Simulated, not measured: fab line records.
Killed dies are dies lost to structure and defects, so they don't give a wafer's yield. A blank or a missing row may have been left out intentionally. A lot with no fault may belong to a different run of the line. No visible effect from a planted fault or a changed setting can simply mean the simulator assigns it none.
fab line records + flow nandHarc
record:
- lots: 12
- wafers: 35
- lastDay: 33
route steps=1302 shown A_STAIRCASE@715 END@1302
lots that met no fault: from a run of the same line without faults
startH: the number of hours between the record's first day and the start of the first shown wafer of the lot + waitH: hours from the lot's prior step to this one + " as in the row above + L1.1+2: one row covering several wafers at once + - value missing, or start not given + * or withheld: withheld + < > ~ a bound
route shown NAME@n: NAME is a module with steps in the file, n the number in the route of the first one + usual: mean/standard deviation taken from wafers without a fault + same: alike in all rows + chamber/n: place in a boat + sites: the reading at each site + _std_site: their standard deviation + _edge_site: the outer-site mean with the inner-site mean subtracted + radiusMm: how far each site lies from the wafer's centre + mask NAME#n: copy n + behind: the most recent tool/chamber to have shaped the wafer + hold: cause of the lot's hold/its duration in hours/its outcome + device: the transistor (n, p or np) that didn't switch + end of line: tests run on the same wafers once the route is complete + a step without rows: its recipe alone + killed: count of dies lost to structure and defects at first sort (not the wafer's yield) + map: dies across one wafer; x = killed, . = not, _ = none there
set.NAME: the setting the step ran with; set.NAME@STEP: the setting that earlier step ran with + model.NAME: the simulator's own value behind a step, which no gauge read
route steps across a sampled set of lots; one table per step, one row per wafer
services: when a tool's chamber went out of use (startH, in hours from the record's first day, below 0 if earlier), for how many hours, and the reason
== steps ==
step: NHARC_A_STAIRCASE_ETCH_201
recipe:
- targetDepthA: 1000
- timeS: 40.5
- ionEnergyEv: 400
- c4f8FlowSccm: 20
- o2FlowSccm: 10
- arFlowSccm: withheld
- rfW: 600
- biasW: 1000
- chemistry: C4F8/O2
usual:
- oesProductAu: 0.951/0.014
- rfVppV: 897/5.9
| lot.wafer | tool       | chamber | startH | waitH | oesProductAu | rfHoursCounterH | rfVppV |
|-----------|------------|---------|--------|-------|--------------|-----------------|--------|
| L830.3    | rieDiel-02 | 0       | -      | -     | 0.931        | 50              | 891    |
| L830.4    | "          | 1       | "      | "     | 0.949        | 45              | 898    |
| L830.5    | "          | 1       | "      | "     | 0.956        | -               | 897    |
| L831.3    | rieDiel-10 | 1       | -      | -     | 0.960        | 42              | 898    |
| L831.4    | "          | 2       | "      | "     | 0.940        | -               | 889    |
| L831.6    | "          | 3       | "      | "     | 0.928        | -               | 900    |
| L834.1    | rieDiel-01 | 2       | -      | -     | 0.940        | 2               | 905    |
| L834.3    | "          | 3       | "      | "     | 0.948        | 2               | 906    |
| L834.6    | "          | 1       | "      | "     | 0.936        | -               | 895    |
| L833.3    | rieDiel-01 | 1       | -      | -     | 0.941        | 2               | 895    |
| L833.4    | "          | 2       | "      | "     | 0.935        | 2               | 903    |
| L833.2    | "          | 0       | "      | "     | 0.941        | 2               | 896    |
| L835.4    | rieDiel-10 | 3       | -      | -     | 0.954        | 55              | 900    |
| L835.1    | "          | 1       | "      | "     | 0.970        | 64              | 897    |
| L835.3    | "          | 2       | "      | "     | 0.964        | 50              | 886    |
| L836.2    | rieDiel-02 | 1       | -      | -     | 0.952        | 6               | 896    |
| L836.4    | "          | 2       | "      | "     | 0.952        | 10              | 889    |
| L836.1    | "          | 0       | "      | "     | 0.948        | 6               | 893    |
| L837.2    | rieDiel-02 | 3       | -      | -     | 0.935        | 13              | 903    |
| L837.3    | "          | 0       | "      | "     | 0.948        | 9               | 894    |
| L837.6    | "          | 0       | "      | "     | 0.949        | -               | 893    |
| L838.3    | rieDiel-02 | 0       | -      | -     | 0.951        | 14              | 892    |
| L838.2    | "          | 3       | "      | "     | 0.945        | 18              | 906    |
| L838.5    | "          | 1       | "      | "     | 0.964        | -               | 896    |
| L848.3    | rieDiel-10 | 2       | -      | -     | 0.960        | 32              | 905    |
| L848.6    | "          | 3       | "      | "     | 0.939        | -               | 898    |
| L849.2    | rieDiel-02 | 2       | -      | -     | 0.955        | 44              | 889    |
| L849.1    | "          | 3       | "      | "     | 0.911        | 43              | 903    |
| L849.5    | "          | 2       | "      | "     | 0.948        | -               | 890    |
| L853.3    | rieDiel-10 | 0       | -      | -     | 0.957        | 50              | 904    |
| L853.4    | "          | 1       | "      | "     | 0.955        | 42              | 896    |
| L853.5    | "          | 2       | "      | "     | 0.965        | -               | 906    |
| L852.2    | rieDiel-02 | 2       | -      | -     | 0.968        | 0               | 889    |
| L852.4    | "          | 1       | "      | "     | 0.950        | 0               | 896    |
| L852.6    | "          | 3       | "      | "     | 0.938        | -               | 903    |
step: NHARC_A_STAIRCASE_DESCUM_219
recipe:
- timeS: 3
- o2FlowSccm: 200
- arFlowSccm: 0
- biasPowerW: 0
- chemistry: O2
usual:
- drypumpMotorCurrentA: 5.7/0.4
- o2FlowSccm: 200.0/0.66
- oesProductAu: 1.007/0.012
- rfVppV: 57.9/0.96
- showerheadPlenumPTorr: 1.95/0.091
- throttleValvePct: 11.311/0.0087
| lot.wafer | tool       | chamber | startH | waitH | drypumpMotorCurrentA | o2FlowSccm | oesProductAu | rfHoursCounterH | rfVppV | showerheadPlenumPTorr | throttleValvePct |
|-----------|------------|---------|--------|-------|----------------------|------------|--------------|-----------------|--------|-----------------------|------------------|
| L830.4    | rieDiel-10 | 3       | 368.04 | -     | 6.0                  | 200.0      | 0.993        | 34              | 58.6   | 1.98                  | 11.308           |
| L830.3    | "          | 2       | "      | "     | 5.4                  | 199.0      | 1.005        | 28              | 57.4   | 1.78                  | 11.315           |
| L830.5    | "          | 0       | "      | "     | 5.5                  | 198.7      | 1.026        | -               | 58.7   | 2.06                  | 11.319           |
| L831.4    | rieDiel-01 | 2       | 372.00 | -     | 5.9                  | 199.5      | 0.991        | 56              | 58.5   | 2.06                  | 11.315           |
| L831.3    | "          | 3       | "      | "     | 5.7                  | 200.6      | 1.016        | 48              | 58.7   | 2.05                  | 11.312           |
| L831.6    | "          | 0       | "      | "     | 4.7                  | 199.5      | 0.996        | -               | 58.9   | 1.92                  | 11.312           |
| L834.1    | rieDiel-10 | 2       | 398.14 | -     | 5.4                  | 200.4      | 1.008        | 43              | 56.5   | 1.77                  | 11.318           |
| L834.3    | "          | 3       | "      | "     | 5.9                  | 200.4      | 0.995        | 48              | 57.9   | 1.98                  | 11.320           |
| L834.6    | "          | 2       | "      | "     | 5.4                  | 199.3      | 1.004        | -               | 57.7   | 1.77                  | 11.298           |
| L833.3    | rieDiel-10 | 3       | 399.43 | -     | 6.0                  | 199.9      | 0.990        | 49              | 57.6   | 1.98                  | 11.305           |
| L833.4    | "          | 0       | "      | "     | 5.4                  | 199.5      | 1.005        | 50              | 58.6   | 2.06                  | 11.310           |
| L833.2    | "          | 1       | "      | "     | 5.8                  | 199.4      | 1.020        | 58              | 58.1   | 1.92                  | 11.308           |
| L835.1    | rieDiel-10 | 3       | 419.18 | -     | 5.9                  | 199.2      | 0.983        | 55              | 57.4   | 1.98                  | 11.304           |
| L835.4    | "          | 0       | "      | "     | 5.4                  | 200.4      | 0.996        | 54              | 57.2   | 2.06                  | 11.319           |
| L835.3    | "          | 1       | "      | "     | 5.7                  | 200.9      | 1.015        | 64              | 57.4   | 1.92                  | 11.293           |
| L836.1    | rieDiel-02 | 2       | 422.56 | -     | 6.2                  | 200.7      | 1.008        | 10              | 56.0   | 1.80                  | 11.306           |
| L836.2    | "          | 3       | "      | "     | 5.5                  | 200.4      | 0.997        | 10              | 57.8   | 2.05                  | 11.313           |
| L836.4    | "          | 1       | "      | "     | 6.3                  | 200.1      | 1.007        | 6               | 57.5   | 1.92                  | 11.296           |
| L837.3    | rieDiel-02 | 1       | 433.26 | -     | 6.3                  | 200.3      | 1.008        | 9               | 57.6   | 1.92                  | 11.312           |
| L837.2    | "          | 3       | "      | "     | 5.5                  | 200.4      | 1.004        | 13              | 58.8   | 2.05                  | 11.317           |
| L837.6    | "          | 0       | "      | "     | 6.2                  | 199.7      | 1.010        | -               | 56.6   | 1.86                  | 11.302           |
| L838.3    | rieDiel-01 | 3       | 451.29 | -     | 5.6                  | 201.5      | 1.004        | 21              | 56.9   | 2.04                  | 11.306           |
| L838.2    | "          | 0       | "      | "     | 4.7                  | 200.0      | 1.024        | 20              | 57.5   | 1.91                  | 11.317           |
| L838.5    | "          | 2       | "      | "     | 5.8                  | 199.5      | 0.999        | -               | 58.0   | 2.05                  | 11.319           |
| L848.3    | rieDiel-01 | 3       | 544.74 | -     | 5.6                  | 200.2      | 1.002        | 59              | 58.8   | 2.02                  | 11.333           |
| L848.6    | "          | 2       | "      | "     | 5.9                  | 199.7      | 0.994        | -               | 58.6   | 2.04                  | 11.309           |
| L849.1    | rieDiel-01 | 0       | 544.97 | -     | 4.7                  | 199.4      | 1.011        | 48              | 58.3   | 1.90                  | 11.308           |
| L849.2    | "          | 3       | "      | "     | 5.7                  | 200.1      | 0.993        | 59              | 59.0   | 2.02                  | 11.304           |
| L849.5    | "          | 0       | "      | "     | 4.7                  | 200.5      | 1.012        | -               | 58.1   | 1.90                  | 11.326           |
| L853.3    | rieDiel-10 | 2       | 584.07 | -     | 5.4                  | 200.5      | 1.018        | 45              | 58.1   | 2.06                  | 11.305           |
| L853.4    | "          | 3       | "      | "     | 6.0                  | 199.6      | 1.008        | 49              | 56.7   | 1.96                  | 11.314           |
| L853.5    | "          | 2       | "      | "     | 5.4                  | 200.2      | 1.027        | -               | 58.8   | 2.06                  | 11.302           |
| L852.2    | rieDiel-02 | 2       | 584.23 | -     | 6.1                  | 200.4      | 1.013        | 1               | 57.4   | 1.79                  | 11.313           |
| L852.4    | "          | 3       | "      | "     | 5.5                  | 199.6      | 0.993        | 1               | 58.4   | 2.04                  | 11.325           |
| L852.6    | "          | 2       | "      | "     | 6.1                  | 200.5      | 1.016        | -               | 56.5   | 1.79                  | 11.326           |
step: NHARC_A_STAIRCASE_TRIM_220
recipe:
- timeS: 211.2
- o2FlowSccm: 500
- arFlowSccm: 0
- biasW: 0
- chemistry: O2
usual:
- drypumpMotorCurrentA: 5.7/0.41
- o2FlowSccm: 500.3/1.4
- oesProductAu: 1.008/0.012
- rfVppV: 57.8/0.88
- runLengthS: 232.4/0.49
- showerheadPlenumPTorr: 3.59/0.16
- throttleValvePct: 17.037/0.0086
| lot.wafer | tool       | chamber | startH | waitH | drypumpMotorCurrentA | o2FlowSccm | oesProductAu | rfHoursCounterH | rfVppV | runLengthS | showerheadPlenumPTorr | throttleValvePct |
|-----------|------------|---------|--------|-------|----------------------|------------|--------------|-----------------|--------|------------|-----------------------|------------------|
| L830.4    | rieDiel-10 | 3       | 368.13 | 0.1   | 5.9                  | 502.3      | 0.997        | 34              | 57.1   | 232.5      | 3.65                  | 17.033           |
| L830.3    | "          | 2       | "      | "     | 5.4                  | 499.9      | 1.009        | 28              | 57.9   | 232.3      | 3.29                  | 17.028           |
| L830.5    | "          | 3       | "      | "     | 5.9                  | 500.5      | 0.999        | -               | 57.1   | 232.1      | 3.65                  | 17.034           |
| L831.3    | rieDiel-01 | 1       | 372.10 | 0.1   | 6.1                  | 497.5      | 1.024        | 53              | 57.2   | 232.7      | 3.48                  | 17.044           |
| L831.4    | "          | 2       | "      | "     | 5.9                  | 500.5      | 0.999        | 56              | 59.0   | 231.9      | 3.78                  | 17.054           |
| L831.6    | "          | 0       | "      | "     | 4.8                  | 499.5      | 1.011        | -               | 57.3   | 232.8      | 3.54                  | 17.042           |
| L834.3    | rieDiel-10 | 0       | 398.38 | 0.2   | 5.5                  | 499.6      | 1.009        | 49              | 58.5   | 232.6      | 3.78                  | 17.032           |
| L834.1    | "          | 1       | "      | "     | 5.8                  | 502.1      | 1.021        | 57              | 57.6   | 231.3      | 3.54                  | 17.036           |
| L834.6    | "          | 2       | "      | "     | 5.4                  | 501.3      | 1.005        | -               | 56.4   | 232.5      | 3.28                  | 17.046           |
| L833.2    | rieDiel-10 | 3       | 399.52 | 0.1   | 5.9                  | 499.1      | 1.005        | 49              | 58.5   | 232.1      | 3.64                  | 17.033           |
| L833.3    | "          | 1       | "      | "     | 5.8                  | 500.3      | 1.026        | 58              | 58.0   | 231.8      | 3.54                  | 17.044           |
| L833.4    | "          | 2       | "      | "     | 5.4                  | 500.2      | 1.006        | 44              | 57.8   | 232.7      | 3.28                  | 17.044           |
| L835.3    | rieDiel-10 | 3       | 419.26 | 0.1   | 5.9                  | 501.7      | 1.002        | 55              | 57.7   | 232.3      | 3.63                  | 17.055           |
| L835.1    | "          | 0       | "      | "     | 5.5                  | 500.7      | 1.018        | 54              | 59.9   | 232.2      | 3.78                  | 17.041           |
| L835.4    | "          | 2       | "      | "     | 5.4                  | 500.1      | 1.006        | 50              | 56.7   | 232.8      | 3.28                  | 17.041           |
| L836.2    | rieDiel-02 | 0       | 422.64 | 0.1   | 6.1                  | 500.7      | 1.011        | 6               | 56.9   | 232.1      | 3.43                  | 17.045           |
| L836.1    | "          | 1       | "      | "     | 6.3                  | 502.0      | 1.014        | 6               | 57.9   | 232.5      | 3.54                  | 17.033           |
| L836.4    | "          | 2       | "      | "     | 6.1                  | 500.1      | 1.011        | 10              | 57.3   | 232.1      | 3.33                  | 17.029           |
| L837.2    | rieDiel-02 | 3       | 433.34 | 0.1   | 5.5                  | 497.7      | 0.988        | 13              | 57.5   | 232.1      | 3.77                  | 17.024           |
| L837.3    | "          | 2       | "      | "     | 6.1                  | 500.7      | 0.990        | 12              | 57.2   | 231.9      | 3.33                  | 17.042           |
| L837.6    | "          | 3       | "      | "     | 5.5                  | 497.3      | 0.987        | -               | 58.3   | 232.4      | 3.77                  | 17.028           |
| L838.2    | rieDiel-01 | 3       | 451.36 | 0.1   | 5.7                  | 499.8      | 1.020        | 21              | 57.8   | 233.6      | 3.74                  | 17.043           |
| L838.3    | "          | 0       | "      | "     | 4.8                  | 500.9      | 1.030        | 20              | 58.6   | 233.1      | 3.52                  | 17.028           |
| L838.5    | "          | 3       | "      | "     | 5.6                  | 497.0      | 1.019        | -               | 56.9   | 233.1      | 3.74                  | 17.032           |
| L848.3    | rieDiel-01 | 1       | 544.84 | 0.1   | 6.1                  | 499.7      | 1.003        | 49              | 56.3   | 292.3      | 3.45                  | 17.034           |
| L848.6    | "          | 0       | "      | "     | 4.8                  | 501.2      | 1.028        | -               | 57.7   | 232.7      | 3.51                  | 17.034           |
| L849.1    | rieDiel-01 | 2       | 545.28 | 0.3   | 5.9                  | 502.4      | 1.001        | 58              | 58.4   | 291.4      | 3.74                  | 17.038           |
| L849.2    | "          | 0       | "      | "     | 4.8                  | 497.9      | 1.009        | 49              | 57.1   | 232.8      | 3.51                  | 17.046           |
| L849.5    | "          | 2       | "      | "     | 5.9                  | 502.6      | 0.994        | -               | 57.6   | 232.0      | 3.74                  | 17.043           |
| L853.4    | rieDiel-10 | 1       | 584.17 | 0.1   | 5.8                  | 500.9      | 1.031        | 42              | 57.8   | 231.6      | 3.52                  | 17.048           |
| L853.3    | "          | 2       | "      | "     | 5.4                  | 498.4      | 1.026        | 45              | 59.3   | 232.7      | 3.78                  | 17.043           |
| L853.5    | "          | 1       | "      | "     | 5.8                  | 499.4      | 1.019        | -               | 57.1   | 231.9      | 3.52                  | 17.032           |
| L852.4    | rieDiel-02 | 1       | 584.32 | 0.1   | 6.3                  | 499.8      | 0.986        | 1               | 57.1   | 232.8      | 3.51                  | 17.044           |
| L852.2    | "          | 0       | "      | "     | 6.1                  | 501.7      | 1.008        | 1               | 57.9   | 232.2      | 3.41                  | 17.050           |
| L852.6    | "          | 1       | "      | "     | 6.3                  | 500.5      | 1.002        | -               | 58.2   | 232.4      | 3.51                  | 17.021           |
step: NHARC_A_STAIRCASE_ETCH_227
recipe:
- targetDepthA: 1000
- timeS: 40.5
- ionEnergyEv: 400
- c4f8FlowSccm: 20
- o2FlowSccm: 10
- arFlowSccm: withheld
- rfW: 600
- biasW: 1000
- chemistry: C4F8/O2
usual:
- oesProductAu: 0.947/0.013
- rfVppV: 898/5.7
| lot.wafer | tool       | chamber | startH | waitH | oesProductAu | rfHoursCounterH | rfVppV |
|-----------|------------|---------|--------|-------|--------------|-----------------|--------|
| L830.3    | rieDiel-10 | 2       | -      | -     | 0.935        | 30              | 885    |
| L830.4    | "          | 1       | "      | "     | 0.957        | -               | 897    |
| L830.5    | "          | 2       | "      | "     | 0.945        | -               | 887    |
| L831.3    | rieDiel-01 | 2       | -      | -     | 0.943        | 57              | 904    |
| L831.4    | "          | 0       | "      | "     | 0.938        | 53              | 897    |
| L831.6    | "          | 2       | "      | "     | 0.939        | -               | 905    |
| L834.3    | rieDiel-10 | 1       | -      | -     | 0.950        | 58              | 894    |
| L834.1    | "          | 2       | "      | "     | 0.942        | 44              | 887    |
| L834.6    | "          | 0       | "      | "     | 0.935        | -               | 904    |
| L833.4    | rieDiel-10 | 2       | -      | -     | 0.935        | 44              | 886    |
| L833.3    | "          | 3       | "      | "     | 0.944        | 50              | 900    |
| L833.2    | "          | 0       | "      | "     | 0.938        | 50              | 904    |
| L835.3    | rieDiel-10 | 3       | -      | -     | 0.950        | 56              | 899    |
| L835.1    | "          | 2       | "      | "     | 0.955        | 51              | 886    |
| L835.4    | "          | 3       | "      | "     | 0.948        | -               | 901    |
| L836.1    | rieDiel-02 | 0       | -      | -     | 0.941        | 7               | 893    |
| L836.4    | "          | 1       | "      | "     | 0.955        | 7               | 895    |
| L836.2    | "          | 2       | "      | "     | 0.944        | 11              | 889    |
| L837.3    | rieDiel-02 | 2       | -      | -     | 0.950        | 13              | 889    |
| L837.2    | "          | 0       | "      | "     | 0.959        | 10              | 892    |
| L837.6    | "          | 1       | "      | "     | 0.967        | -               | 897    |
| L838.3    | rieDiel-01 | 3       | -      | -     | 0.962        | 22              | 903    |
| L838.2    | "          | 0       | "      | "     | 0.974        | 21              | 896    |
| L838.5    | "          | 2       | "      | "     | 0.937        | -               | 906    |
| L848.3    | rieDiel-01 | 0       | -      | -     | 0.969        | 50              | 896    |
| L848.6    | "          | 1       | "      | "     | 0.939        | -               | 893    |
| L849.1    | rieDiel-01 | 2       | -      | -     | 0.918        | 60              | 903    |
| L849.2    | "          | 3       | "      | "     | 0.930        | 61              | 903    |
| L849.5    | "          | 2       | "      | "     | 0.915        | -               | 904    |
| L852.4    | rieDiel-02 | 3       | -      | -     | 0.942        | 1               | 902    |
| L852.2    | "          | 0       | "      | "     | 0.961        | 1               | 893    |
| L852.6    | "          | 2       | "      | "     | 0.957        | -               | 887    |
| L853.3    | rieDiel-10 | 3       | -      | -     | 0.942        | 50              | 899    |
| L853.4    | "          | 1       | "      | "     | 0.960        | 43              | 896    |
| L853.5    | "          | 0       | "      | "     | 0.955        | -               | 905    |
step: NHARC_END_SORT_01
recipe:
- tempC: 25
usual:
- killedAtArray: 58/22
- killedAtOther: 1.0/1.3
- killedAtPeriphery: 5/3.4
- killedDies: 64/22
- killedOpen: 3.6/1.8
- killedShort: 2.4/1.7
same:
- grossDies: 677
| lot.wafer | tool      | chamber | startH | waitH | killedAtArray | killedAtOther | killedAtPeriphery | killedDies | killedOpen | killedShort |
|-----------|-----------|---------|--------|-------|---------------|---------------|-------------------|------------|------------|-------------|
| L849.1    | prober-02 | 0       | 750.07 | 2.5   | 441           | 0             | 3                 | 444        | 5          | 1           |
| L849.2    | prober-02 | 0       | 750.87 | 2.8   | 71            | 1             | 8                 | 80         | 4          | 0           |
| L849.5    | prober-02 | 0       | 753.28 | 3.7   | 67            | 1             | 9                 | 77         | 4          | 4           |
| L848.3    | prober-01 | 0       | 751.67 | 3.1   | 290           | 2             | 3                 | 295        | 4          | 4           |
| L848.6    | prober-01 | 0       | 754.09 | 4.0   | 47            | 3             | 1                 | 51         | 1          | 2           |
killed by level:class
L849.1 A_STAIRCASE:areaTrim=354 A_CHANNEL_HOLE_D2:chamberFilmFlake=28 A_SLIT:chamberFilmFlake=25 A_CHANNEL_HOLE_D1:chamberFilmFlake=11 A_CONTACT:chamberFilmFlake=6 A_STAIRCASE:chamberFilmFlake=5 A_M1:geometricParticle:open=3 A_WL_FILL:chamberFilmFlake=2
L849.2 A_SLIT:chamberFilmFlake=28 A_CHANNEL_HOLE_D2:chamberFilmFlake=18 A_CHANNEL_HOLE_D1:chamberFilmFlake=8 P_M2:chamberFilmFlake=5 A_CONTACT:chamberFilmFlake=5 A_WL_FILL:chamberFilmFlake=4 A_STAIRCASE:chamberFilmFlake=2 P_CONTACT:geometricParticle:open=1
L848.3 A_STAIRCASE:areaTrim=234 A_SLIT:chamberFilmFlake=31 A_CHANNEL_HOLE_D1:chamberFilmFlake=11 A_CONTACT:chamberFilmFlake=4 A_CHANNEL_FILL_D2:chamberFilmFlake=2 A_STAIRCASE:chamberFilmFlake=2 P_CONTACT:geometricParticle:open=1 P_CONTACT:geometricParticle:short=1
L849.5 A_CHANNEL_HOLE_D2:chamberFilmFlake=22 A_SLIT:chamberFilmFlake=19 A_STAIRCASE:chamberFilmFlake=6 A_CHANNEL_HOLE_D1:chamberFilmFlake=5 P_M2:chamberFilmFlake=4 P_CONTACT:chamberFilmFlake=3 A_CONTACT:chamberFilmFlake=3 A_DECK1_JOINT:geometricParticle:open=2
L848.6 A_SLIT:chamberFilmFlake=22 A_CHANNEL_HOLE_D1:chamberFilmFlake=8 A_CONTACT:chamberFilmFlake=5 A_STAIRCASE:chamberFilmFlake=4 THIN_TSV:chamberFilmFlake=3 A_DECK1_JOINT:chamberFilmFlake=2 A_CHANNEL_HOLE_D1:geometricParticle:short=1 A_SGD_CUT:geometricParticle:short=1
== services ==
| tool       | chamber | startH | hours | kind   |
|------------|---------|--------|-------|--------|
| rieDiel-01 | 1       | 349.19 | 1.7   | repair |
| rieDiel-10 | -       | 351.67 | 2.7   | repair |
| rieDiel-10 | 0       | 355.78 | -     | clean  |
| rieDiel-10 | 1       | 355.78 | -     | clean  |
| rieDiel-10 | 2       | 355.78 | -     | clean  |
| rieDiel-10 | 3       | 355.78 | -     | clean  |
| rieDiel-10 | 0       | 368.82 | 15.9  | repair |
| rieDiel-10 | 1       | 380.28 | -     | clean  |
| rieDiel-10 | 2       | 380.28 | -     | clean  |
| rieDiel-10 | 3       | 380.28 | -     | clean  |
| rieDiel-01 | -       | 380.96 | 9.0   | pm     |
| rieDiel-02 | -       | 393.71 | 9.0   | pm     |
| rieDiel-10 | 0       | 404.78 | -     | clean  |
| rieDiel-10 | 1       | 404.78 | -     | clean  |
| rieDiel-10 | 0       | 405.13 | 4.4   | repair |
| rieDiel-10 | -       | 422.96 | 9.0   | pm     |
| rieDiel-01 | 0       | 429.08 | 2.5   | repair |
| rieDiel-10 | 1       | 463.91 | 12.3  | repair |
| rieDiel-10 | 0       | 498.78 | 5.2   | repair |
| rieDiel-02 | 0       | 511.33 | 1.3   | repair |
| rieDiel-10 | 0       | 539.17 | 2.1   | repair |
| rieDiel-02 | 1       | 551.20 | 4.7   | repair |
| rieDiel-01 | -       | 557.96 | 9.0   | pm     |
| rieDiel-02 | -       | 570.74 | 9.0   | pm     |
== key ==
firstSign:
- step: NHARC_A_STAIRCASE_TRIM_220
- reading: runLengthS
- direction: up
- sigmas: 99+
- usual: *
- struck: *
effect:
- step: NHARC_END_SORT_01
- reading: killedAtArray
- direction: up
- sigmas: 14
- usual: 58
- struck: 366
moreKillsBornAt:
- NHARC_A_STAIRCASE_TRIM_220@rieDiel-01: 588
metAt NHARC_A_STAIRCASE_TRIM_220
struckLots L848,L849
struckWafers L848.3,L849.1
laterRowsLeftOut L849.1
testerLeftOut L848,L849
notActingAt NHARC_A_STAIRCASE_ETCH_201,NHARC_A_STAIRCASE_DESCUM_219,NHARC_A_STAIRCASE_ETCH_227
onsetBetween 451.36 544.84
fault:
- kind: processParameterDrift
- tool: rieDiel-01
- chamber: -
- onsetH: 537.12
- steps: NHARC_A_STAIRCASE_TRIM_220
- channel: timeS
- offset: *
- shape: step
- endH: 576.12
- scope: struckWafersOnly
- actsIn: *
- stated: *
testerLeftOut: of these lots the tester's yield and bins aren't shown, on N5 and GAA mostly nor the transistor test; their killed dies are dies lost to structure and defects alone, not to doping, threshold or leakage, so they don't give the yield
laterRowsLeftOut: the simulator's readings of these wafers behind a module that went badly wrong aren't trusted and aren't shown, but for the sort
